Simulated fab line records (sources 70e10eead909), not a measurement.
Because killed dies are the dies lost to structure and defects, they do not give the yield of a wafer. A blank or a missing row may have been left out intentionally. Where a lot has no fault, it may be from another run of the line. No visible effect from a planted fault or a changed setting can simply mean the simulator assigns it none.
Which tool did it? ; flow nand_harc ; Sampling: 20 lots, 60 wafers, 6 of 1159 route steps

WHAT THE GAUGES SHOWED, per wafer
The record holds no reading of a measuring or inspecting step that can be judged against a usual standard deviation.

WHICH TOOL RAN EACH LOT (tool, then ch and the chambers of the sampled wafers, then the start)
lot;NHARC_A_STAIRCASE_DESCUM_168;NHARC_A_STAIRCASE_DESCUM_11;NHARC_A_STAIRCASE_TRIM_14;NHARC_A_STAIRCASE_TRIM_26;NHARC_A_STAIRCASE_ETCH_27;NHARC_A_STAIRCASE_ETCH_197
L074;rie_diel-09 ch 0,2,3, day 11 02:14;rie_diel-07 ch 0,2,3, day 11 04:16;rie_diel-07 ch 0,1,3, no start;rie_diel-09 ch 1,2,3, no start;rie_diel-09 ch 0,1,3, no start;rie_diel-07 ch 0,1,2, no start
L075;rie_diel-07 ch 1,2, day 11 05:38;rie_diel-07 ch 1,2, day 11 07:35;rie_diel-07 ch 0,1, no start;rie_diel-07 ch 0,2,3, no start;rie_diel-07 ch 0,1,3, no start;rie_diel-06 ch 1,2,3, no start
L077;rie_diel-09 ch 1,2,3, day 11 08:46;rie_diel-07 ch 0,2,3, day 11 10:56;rie_diel-07 ch 2,3, no start;rie_diel-07 ch 0,1,3, no start;rie_diel-07 ch 1,2,3, no start;rie_diel-07 ch 0,2,3, no start
L076;rie_diel-06 ch 1,2,3, day 11 12:34;rie_diel-06 ch 0,2, day 11 15:13;rie_diel-06 ch 1,2,3, no start;rie_diel-06 ch 0,1,3, no start;rie_diel-06 ch 2,3, no start;rie_diel-06 ch 0,1,3, no start
L079;rie_diel-07 ch 2,3, day 11 15:59;rie_diel-07 ch 2,3, day 11 18:02;rie_diel-07 ch 1,3, no start;rie_diel-06 ch 0,2, no start;rie_diel-06 ch 1,2, no start;rie_diel-06 ch 0,3, no start
L080;rie_diel-06 ch 0,2,3, day 11 16:07;rie_diel-07 ch 1,2,3, day 11 18:47;rie_diel-07 ch 2,3, no start;rie_diel-07 ch 0,2,3, no start;rie_diel-07 ch 0,2,3, no start;rie_diel-07 ch 0,2, no start
L078;rie_diel-07 ch 1,2, day 11 16:20;rie_diel-06 ch 0,3, day 11 18:14;rie_diel-06 ch 0,1,3, no start;rie_diel-06 ch 0,2, no start;rie_diel-06 ch 0,1, no start;rie_diel-07 ch 0,1,2, no start
L081;rie_diel-07 ch 0,1,3, day 12 10:35;rie_diel-07 ch 0,1,2, day 12 12:30;rie_diel-07 ch 0,1,2, no start;rie_diel-09 ch 0,1,3, no start;rie_diel-09 ch 2,3, no start;rie_diel-07 ch 0,1,3, no start
L083;rie_diel-06 ch 1,3, day 12 10:45;rie_diel-09 ch 0,2,3, day 12 12:43;rie_diel-09 ch 0,1, no start;rie_diel-09 ch 1,3, no start;rie_diel-09 ch 1,2, no start;rie_diel-06 ch 0,2,3, no start
L085;rie_diel-07 ch 0,2, day 13 06:15;rie_diel-06 ch 0,1, day 13 08:06;rie_diel-06 ch 0,1,2, no start;rie_diel-09 ch 0,1,2, no start;rie_diel-09 ch 0,1,3, no start;rie_diel-07 ch 0,1,3, no start
L084;rie_diel-09 ch 1,2,3, day 13 06:25;rie_diel-09 ch 0,2, day 13 08:23;rie_diel-09 ch 0,1,3, no start;rie_diel-07 ch 0,1,3, no start;rie_diel-07 ch 0,1, no start;rie_diel-09 ch 0,1,2, no start
L086;rie_diel-07 ch 1,2,3, day 13 19:07;rie_diel-09 ch 1,2, day 13 21:26;rie_diel-09 ch 0,3, no start;rie_diel-09 ch 1,2,3, no start;rie_diel-09 ch 0,1, no start;rie_diel-09 ch 1,2, no start
L087;rie_diel-09 ch 2,3, day 13 19:17;rie_diel-09 ch 0,3, day 13 21:29;rie_diel-09 ch 0,1,3, no start;rie_diel-09 ch 0,2,3, no start;rie_diel-09 ch 0,2,3, no start;rie_diel-06 ch 1,2, no start
L090;rie_diel-06 ch 1,2, day 14 17:03;rie_diel-06 ch 1,3, day 14 19:02;rie_diel-06 ch 1,3, no start;rie_diel-06 ch 1,3, no start;rie_diel-06 ch 1,2,3, no start;rie_diel-06 ch 1,2, no start
L089;rie_diel-09 ch 1,3, day 14 17:13;rie_diel-07 ch 0,2, day 14 19:19;rie_diel-07 ch 2,3, no start;rie_diel-07 ch 0,1,3, no start;rie_diel-07 ch 1,2,3, no start;rie_diel-09 ch 0,2,3, no start
L088;rie_diel-06 ch 1,2,3, day 15 01:02;rie_diel-07 ch 0,2, day 15 02:55;rie_diel-07 ch 0,1,2, no start;rie_diel-07 ch 0,3, no start;rie_diel-07 ch 0,3, no start;rie_diel-07 ch 0,3, no start
L091;rie_diel-09 ch 1,2,3, day 15 04:43;rie_diel-06 ch 1,3, day 15 06:26;rie_diel-06 ch 2,3, no start;rie_diel-07 ch 1,3, no start;rie_diel-07 ch 0,1,3, no start;rie_diel-06 ch 1,3, no start
L094;rie_diel-07 ch 1,3, day 15 15:16;rie_diel-07 ch 0,1,3, day 15 17:28;rie_diel-07 ch 0,1,3, no start;rie_diel-09 ch 0,1,2, no start;rie_diel-09 ch 0,2,3, no start;rie_diel-09 ch 0,1,2, no start
L095;rie_diel-06 ch 1,2, day 15 15:26;rie_diel-07 ch 0,1, day 15 17:15;rie_diel-07 ch 1,3, no start;rie_diel-07 ch 0,1,3, no start;rie_diel-07 ch 0,1, no start;rie_diel-06 ch 1,2,3, no start
L096;rie_diel-07 ch 0,1,3, day 15 23:01;rie_diel-06 ch 1,2,3, day 16 00:53;rie_diel-06 ch 2,3, no start;rie_diel-07 ch 1,2,3, no start;rie_diel-07 ch 1,2,3, no start;rie_diel-07 ch 1,2,3, no start
- NHARC_A_STAIRCASE_DESCUM_168: chemistry O2, time 3 s.
- NHARC_A_STAIRCASE_DESCUM_11: chemistry O2, time 3 s.
- NHARC_A_STAIRCASE_TRIM_14: chemistry O2, time 211.2 s.
- NHARC_A_STAIRCASE_TRIM_26: chemistry O2, time 211.2 s.
- NHARC_A_STAIRCASE_ETCH_27: etches the open film in C4F8/O2, target depth 100 nm, time 40.5 s.
- NHARC_A_STAIRCASE_ETCH_197: etches the open film in C4F8/O2, target depth 100 nm, time 40.5 s.

WHAT THE TOOLS THEMSELVES READ (means of the sampled wafers that have a number; where no wafer has one, the mark that the record gives instead)
NHARC_A_STAIRCASE_DESCUM_168. Usual: chamber_pressure_mTorr 60.00 mTorr, standard deviation 0.06; drypump_motor_current_A 5.9 A, standard deviation 0.51; oes_product_au 1.004 a.u., standard deviation 0.0079; rf_vpp_V 57.8 V, standard deviation 0.85; showerhead_plenum_p_Torr 1.91 Torr, standard deviation 0.065; throttle_valve_pct 11.311 %, standard deviation 0.0089.
lot;tool;chamber_pressure_mTorr (mTorr);drypump_motor_current_A (A);oes_product_au (a.u.);rf_vpp_V (V);showerhead_plenum_p_Torr (Torr);throttle_valve_pct (%);flag
L074;rie_diel-09;60.02;5.8;1.006;57.6;1.94;11.310;
L075;rie_diel-07;60.01;5.7;1.011;57.6;1.93;11.305;
L077;rie_diel-09;60.05;6.1;1.009;58.6;1.95;11.309;
L076;rie_diel-06;59.95;5.7;1.002;57.3;1.92;11.312;
L079;rie_diel-07;59.94;6.2;0.999;58.0;1.97;11.309;
L080;rie_diel-06;60.04;5.6;1.002;57.4;1.89;11.308;
L078;rie_diel-07;60.04;5.8;1.007;58.2;1.93;11.307;
L081;rie_diel-07;59.99;6.2;1.006;58.0;1.86;11.309;
L083;rie_diel-06;59.99;6.1;0.999;58.0;1.91;11.310;
L085;rie_diel-07;59.96;6.2;1.008;57.5;1.88;11.317;
L084;rie_diel-09;59.99;6.2;0.997;58.3;1.95;11.315;
L086;rie_diel-07;60.04;5.9;1.015;57.9;1.91;11.319;
L087;rie_diel-09;60.07;6.3;1.005;57.6;1.94;11.317;
L090;rie_diel-06;60.03;5.7;0.996;57.7;1.88;11.308;
L089;rie_diel-09;60.04;6.0;0.997;57.5;1.94;11.314;
L088;rie_diel-06;60.03;5.7;0.999;57.2;1.91;11.314;
L091;rie_diel-09;60.02;6.1;0.996;58.5;1.94;11.310;
L094;rie_diel-07;59.96;6.1;1.004;57.6;1.90;11.314;
L095;rie_diel-06;59.98;5.3;1.002;57.4;1.92;11.309;
L096;rie_diel-07;60.03;6.2;1.010;57.2;1.85;11.301;

NHARC_A_STAIRCASE_DESCUM_11. Usual: chamber_pressure_mTorr 60.00 mTorr, standard deviation 0.05; drypump_motor_current_A 5.9 A, standard deviation 0.5; oes_product_au 1.003 a.u., standard deviation 0.0079; rf_vpp_V 57.7 V, standard deviation 0.81; showerhead_plenum_p_Torr 1.90 Torr, standard deviation 0.066; throttle_valve_pct 11.311 %, standard deviation 0.0084.
lot;tool;chamber_pressure_mTorr (mTorr);drypump_motor_current_A (A);oes_product_au (a.u.);rf_vpp_V (V);showerhead_plenum_p_Torr (Torr);throttle_valve_pct (%);flag
L074;rie_diel-07;60.04;6.2;1.000;58.1;1.93;11.307;
L075;rie_diel-07;60.02;5.8;1.008;57.4;1.87;11.314;
L077;rie_diel-07;60.01;6.2;1.009;58.2;1.93;11.311;
L076;rie_diel-06;60.03;5.2;1.001;56.9;1.90;11.320;
L079;rie_diel-07;59.99;6.2;1.004;57.8;1.97;11.315;
L080;rie_diel-07;59.98;6.0;1.004;57.9;1.92;11.303;
L078;rie_diel-06;60.00;5.9;1.007;57.7;1.89;11.308;
L081;rie_diel-07;59.96;6.1;1.005;58.5;1.88;11.311;
L083;rie_diel-09;59.98;5.8;1.003;57.7;1.94;11.312;
L085;rie_diel-06;59.95;5.9;1.005;57.7;1.83;11.320;
L084;rie_diel-09;60.00;5.7;1.003;58.1;1.93;11.311;
L086;rie_diel-09;60.00;6.1;0.992;57.4;1.95;11.306;
L087;rie_diel-09;60.03;5.8;0.995;57.3;1.93;11.310;
L090;rie_diel-06;59.99;6.1;0.993;57.6;1.91;11.297;
L089;rie_diel-07;60.02;6.0;1.004;57.8;1.94;11.310;
L088;rie_diel-07;59.98;6.3;1.010;58.6;1.88;11.306;
L091;rie_diel-06;60.00;6.0;0.989;58.0;1.88;11.316;
L094;rie_diel-07;59.99;6.2;1.010;57.1;1.86;11.308;
L095;rie_diel-07;59.98;6.2;1.010;57.6;1.82;11.308;
L096;rie_diel-06;59.98;5.7;0.996;57.4;1.91;11.316;

NHARC_A_STAIRCASE_TRIM_14. Usual: chamber_pressure_mTorr 60.00 mTorr, standard deviation 0.054; drypump_motor_current_A 5.9 A, standard deviation 0.5; oes_product_au 1.001 a.u., standard deviation 0.0085; rf_vpp_V 57.7 V, standard deviation 0.82; showerhead_plenum_p_Torr 3.51 Torr, standard deviation 0.12; throttle_valve_pct 17.036 %, standard deviation 0.0093.
lot;tool;chamber_pressure_mTorr (mTorr);drypump_motor_current_A (A);oes_product_au (a.u.);rf_vpp_V (V);showerhead_plenum_p_Torr (Torr);throttle_valve_pct (%);flag
L074;rie_diel-07;59.98;6.2;1.004;57.8;3.45;17.034;
L075;rie_diel-07;60.01;6.1;1.009;57.3;3.36;17.057;
L077;rie_diel-07;60.03;6.0;1.005;57.9;3.66;17.040;
L076;rie_diel-06;59.95;5.7;0.993;57.9;3.54;17.038;
L079;rie_diel-07;60.04;6.2;1.011;57.0;3.51;17.031;
L080;rie_diel-07;59.99;6.2;1.005;58.1;3.63;17.037;
L078;rie_diel-06;60.00;5.9;1.005;57.0;3.44;17.037;
L081;rie_diel-07;60.08;6.0;1.003;57.7;3.46;17.035;
L083;rie_diel-09;60.04;5.5;0.992;57.8;3.56;17.036;
L085;rie_diel-06;59.98;5.5;1.000;56.9;3.44;17.034;
L084;rie_diel-09;60.03;5.6;0.999;57.5;3.56;17.048;
L086;rie_diel-09;60.01;5.8;0.992;57.4;3.56;17.036;
L087;rie_diel-09;60.01;5.6;0.992;58.0;3.56;17.039;
L090;rie_diel-06;59.96;6.1;1.002;57.8;3.52;17.038;
L089;rie_diel-07;59.98;6.2;0.998;58.0;3.61;17.038;
L088;rie_diel-07;59.98;6.0;1.007;57.9;3.45;17.036;
L091;rie_diel-06;59.97;5.7;1.002;58.0;3.58;17.039;
L094;rie_diel-07;60.02;6.2;1.012;58.1;3.43;17.025;
L095;rie_diel-07;60.03;6.0;1.014;56.8;3.41;17.035;
L096;rie_diel-06;60.01;5.4;1.005;57.2;3.58;17.033;

NHARC_A_STAIRCASE_TRIM_26. Usual: chamber_pressure_mTorr 60.00 mTorr, standard deviation 0.056; drypump_motor_current_A 5.9 A, standard deviation 0.52; oes_product_au 1.003 a.u., standard deviation 0.0078; rf_vpp_V 57.8 V, standard deviation 0.89; showerhead_plenum_p_Torr 3.52 Torr, standard deviation 0.11; throttle_valve_pct 17.038 %, standard deviation 0.0093.
lot;tool;chamber_pressure_mTorr (mTorr);drypump_motor_current_A (A);oes_product_au (a.u.);rf_vpp_V (V);showerhead_plenum_p_Torr (Torr);throttle_valve_pct (%);flag
L074;rie_diel-09;60.02;6.1;1.000;58.8;3.60;17.039;
L075;rie_diel-07;59.98;6.3;0.993;58.5;3.56;17.042;
L077;rie_diel-07;60.01;6.2;1.010;57.0;3.45;17.036;
L076;rie_diel-06;60.04;5.9;1.003;58.0;3.44;17.033;
L079;rie_diel-06;60.00;5.4;1.005;57.4;3.40;17.044;
L080;rie_diel-07;59.96;6.2;1.006;57.8;3.56;17.031;
L078;rie_diel-06;59.98;5.2;1.012;56.4;3.51;17.047;
L081;rie_diel-09;59.98;5.7;1.000;57.1;3.56;17.036;
L083;rie_diel-09;60.01;6.1;1.000;58.5;3.59;17.035;
L085;rie_diel-09;59.98;5.6;0.991;57.7;3.57;17.034;
L084;rie_diel-07;60.01;6.3;1.018;57.4;3.44;17.042;
L086;rie_diel-09;60.02;6.1;1.005;58.1;3.59;17.041;
L087;rie_diel-09;60.00;5.8;0.999;57.5;3.56;17.045;
L090;rie_diel-06;60.05;6.1;0.999;58.8;3.52;17.044;
L089;rie_diel-07;60.00;6.3;1.012;57.2;3.43;17.033;
L088;rie_diel-07;60.03;6.4;1.006;57.1;3.52;17.041;
L091;rie_diel-07;60.01;6.2;1.003;58.4;3.50;17.039;
L094;rie_diel-09;60.02;5.6;1.004;57.5;3.55;17.037;
L095;rie_diel-07;59.96;6.2;1.007;57.1;3.43;17.041;
L096;rie_diel-07;59.96;6.0;1.001;58.2;3.52;17.038;

NHARC_A_STAIRCASE_ETCH_27. Usual: chamber_pressure_mTorr 24.997 mTorr, standard deviation 0.022; oes_product_au 0.942 a.u., standard deviation 0.012; rf_vpp_V 895 V, standard deviation 4.3.
lot;tool;chamber_pressure_mTorr (mTorr);oes_product_au (a.u.);rf_vpp_V (V);flag
L074;rie_diel-09;24.991;0.951;897;
L075;rie_diel-07;24.984;0.950;893;
L077;rie_diel-07;24.989;0.954;897;
L076;rie_diel-06;25.011;0.946;899;
L079;rie_diel-06;24.976;0.929;897;
L080;rie_diel-07;24.987;0.940;897;
L078;rie_diel-06;25.011;0.937;889;
L081;rie_diel-09;24.981;0.948;898;
L083;rie_diel-09;24.991;0.939;898;
L085;rie_diel-09;24.993;0.945;897;
L084;rie_diel-07;25.021;0.964;891;
L086;rie_diel-09;25.001;0.925;897;
L087;rie_diel-09;25.021;0.931;898;
L090;rie_diel-06;24.987;0.945;896;
L089;rie_diel-07;24.982;0.953;896;
L088;rie_diel-07;25.025;0.943;893;
L091;rie_diel-07;25.008;0.940;892;
L094;rie_diel-09;25.004;0.942;896;
L095;rie_diel-07;25.001;0.943;890;
L096;rie_diel-07;24.995;0.939;896;

NHARC_A_STAIRCASE_ETCH_197. Usual: chamber_pressure_mTorr 25.003 mTorr, standard deviation 0.023; oes_product_au 0.948 a.u., standard deviation 0.013; rf_vpp_V 895 V, standard deviation 4.5.
lot;tool;chamber_pressure_mTorr (mTorr);oes_product_au (a.u.);rf_vpp_V (V);flag
L074;rie_diel-07;24.987;0.955;894;
L075;rie_diel-06;25.005;0.944;897;
L077;rie_diel-07;25.003;0.940;896;
L076;rie_diel-06;25.028;0.942;893;
L079;rie_diel-06;24.997;0.960;893;
L080;rie_diel-07;25.014;0.957;895;
L078;rie_diel-07;25.003;0.928;894;
L081;rie_diel-07;24.998;0.952;893;
L083;rie_diel-06;25.004;0.929;894;
L085;rie_diel-07;24.985;0.947;892;
L084;rie_diel-09;24.999;0.946;898;
L086;rie_diel-09;24.995;0.962;898;
L087;rie_diel-06;24.989;0.943;896;
L090;rie_diel-06;25.008;0.965;897;
L089;rie_diel-09;24.992;0.936;898;
L088;rie_diel-07;24.988;0.940;896;
L091;rie_diel-06;25.004;0.934;894;
L094;rie_diel-09;25.016;0.943;897;
L095;rie_diel-06;24.982;0.947;896;
L096;rie_diel-07;24.999;0.951;895;

THE ANSWER, worked out from the rows above alone
Rule: take the mean of a lot's wafers that have a number; if it is more than 3 standard deviations from the usual mean, the lot is off. A lot without any number at a reading at which 4 lots or more have one is off too. Where the step has rows for the other lots, those lots are counted as sound. The gauges are gone through in route order, then the tools' own readings, and for those a lot's mean is taken as printed above. At the first step where some lot is off, the reading lying furthest off is the one used; lots without a number count as furthest.
Nothing can be told from this: no lot is off at any reading shown.

WHAT WAS PUT IN BY THE SIMULATOR
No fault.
